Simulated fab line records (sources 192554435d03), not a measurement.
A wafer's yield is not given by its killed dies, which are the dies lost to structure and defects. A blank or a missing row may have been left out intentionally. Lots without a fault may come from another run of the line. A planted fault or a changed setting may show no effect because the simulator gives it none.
Chamber matching -- flow n5-finfet -- N5_PASSIVATION_PECVD_01 on pecvd-02 has 3 sister chambers
The step deposits SiNx from SiH4/NH3/N2, target thk 200 nm, time 43.2 s. 14 wafers are shown with their chamber, then 7 later ones without.

EACH WAFER AND ITS CHAMBER
wafer,chamber,throttle-valve-pct (%),heater-power-outer-w (W),heater-power-w (W)
L074.1,1,28.3,128,252
L074.4,1,28.2,137,260
L074.5,1,28.4,141,275
L078.1,1,28.4,136,262
L078.4,1,28.6,142,273
L078.6,0,28.7,282,404
L082.3,2,27.8,85,332
L082.4,1,28.3,72,176
L082.5,2,28.0,97,341
L088.1,1,28.3,149,273
L088.3,0,29.1,227,338
L088.4,2,28.1,126,397
L089.1,2,28.3,190,461
L089.4,0,28.8,247,364

SIGNATURES, as means of the wafers listed above
reading,chamber 0,chamber 1,chamber 2,scatter within a chamber
throttle-valve-pct,28.867,28.357,28.050,0.169
heater-power-outer-w,252.00,129.29,124.50,33.3
heater-power-w,368.67,253.00,382.75,42.9
Rule: a wafer lies at a distance from a chamber equal to the root of the sum of squares, over the readings, of (its reading less the chamber's mean, divided by the reading's scatter). The wafer belongs to the nearest chamber; if the next one is less than 2 further off, it can't be placed. How the scatter is found: for the shown wafers, subtract from each reading the mean of its chamber, square and add these, divide the total by (wafers less chambers), then take the root.

WAFERS WITH NO CHAMBER GIVEN
wafer,throttle-valve-pct (%),heater-power-outer-w (W),heater-power-w (W)
L089.5,28.5,85,199
L093.3,29.2,265,379
L093.4,29.1,272,397
L093.6,28.4,116,234
L092.1,28.4,173,447
L092.2,29.1,277,412
L092.3,28.5,144,270

WHICH CHAMBER EACH ONE RAN IN
wafer,from the rows above,in truth
L089.5,1,1
L093.3,0,0
L093.4,0,0
L093.6,1,1
L092.1,can't be placed: 2 or 0 or 1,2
L092.2,0,0
L092.3,1,1
6 of 7 placed correctly. Can't be placed from these rows: 1 (the true chamber is among the candidates in 1). Placed wrongly: 0.
